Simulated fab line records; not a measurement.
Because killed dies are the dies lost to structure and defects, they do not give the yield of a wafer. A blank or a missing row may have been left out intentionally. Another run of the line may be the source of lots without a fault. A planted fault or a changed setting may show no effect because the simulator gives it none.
Chamber matching    flow nand_harc    4 sister chambers for NHARC_A_STAIRCASE_DESCUM_168 on rie_diel-08
The step chemistry O2, time 3 s. 20 wafers are shown with their chamber, then 10 later ones without.

== WAFERS, EACH WITH ITS CHAMBER ==
wafer   chamber  showerhead_plenum_p_Torr (Torr)  oes_product_au (a.u.)  throttle_valve_pct (%)
L076.1  3        1.78                             1.013                  11.320
L076.4  0        1.83                             1.009                  11.317
L076.6  1        1.80                             1.014                  11.296
L081.1  1        1.80                             1.021                  11.314
L081.4  0        1.83                             1.017                  11.310
L081.5  0        1.83                             1.011                  11.320
L083.2  0        1.83                             1.022                  11.283
L083.3  3        1.78                             1.022                  11.327
L083.5  3        1.78                             1.016                  11.318
L085.1  0        1.83                             1.017                  11.311
L085.2  2        1.81                             0.990                  11.301
L085.3  1        1.79                             1.012                  11.311
L088.1  3        1.78                             1.021                  11.324
L088.3  2        1.81                             0.977                  11.317
L088.5  2        1.81                             0.985                  11.313
L090.2  0        1.82                             0.998                  11.321
L090.3  3        1.78                             1.019                  11.323
L090.6  3        1.78                             1.019                  11.301
L092.3  2        1.81                             1.000                  11.319
L092.5  2        1.81                             0.993                  11.299

SIGNATURES (averages over the wafers above)
reading                   chamber 0  chamber 1  chamber 2  chamber 3  scatter within a chamber
showerhead_plenum_p_Torr  1.8283     1.7967     1.8100     1.7800     0.00306
oes_product_au            1.01233    1.01567    0.98900    1.01833    0.00686
throttle_valve_pct        11.31033   11.30700   11.30980   11.31883   0.0111
Rule: for a wafer and a chamber, the distance is found by dividing, reading by reading, the gap between the wafer's reading and the chamber's mean by the reading's scatter, squaring, summing and taking the root. If the next closest chamber is less than 2 further off than the closest, the wafer can't be placed; otherwise it belongs to the closest. The scatter is the square root of a quotient: the sum, over the shown wafers, of each reading's squared deviation from its chamber's mean, divided by wafers minus chambers.

== WAFERS WHOSE CHAMBER IS MISSING ==
wafer   showerhead_plenum_p_Torr (Torr)  oes_product_au (a.u.)  throttle_valve_pct (%)
L092.6  1.79                             1.012                  11.303
L094.2  1.81                             0.990                  11.304
L094.3  1.79                             1.008                  11.297
L094.5  1.81                             0.984                  11.320
L095.1  1.81                             0.990                  11.311
L095.3  1.77                             1.018                  11.325
L095.5  1.79                             1.021                  11.324
L096.3  1.81                             0.984                  11.296
L096.5  1.77                             1.025                  11.312
L096.6  1.82                             0.993                  11.327

== WHICH CHAMBER EACH ONE RAN IN ==
wafer   from the rows above      in truth
L092.6  can't be placed: 1 or 3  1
L094.2  2                        2
L094.3  can't be placed: 1 or 3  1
L094.5  2                        2
L095.1  2                        2
L095.3  3                        3
L095.5  can't be placed: 1 or 3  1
L096.3  2                        2
L096.5  3                        3
L096.6  can't be placed: 2 or 0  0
Correctly placed: 6 of 10. These rows do not allow placing 4 (true chamber among the candidates in 4). Number placed wrongly: 0.
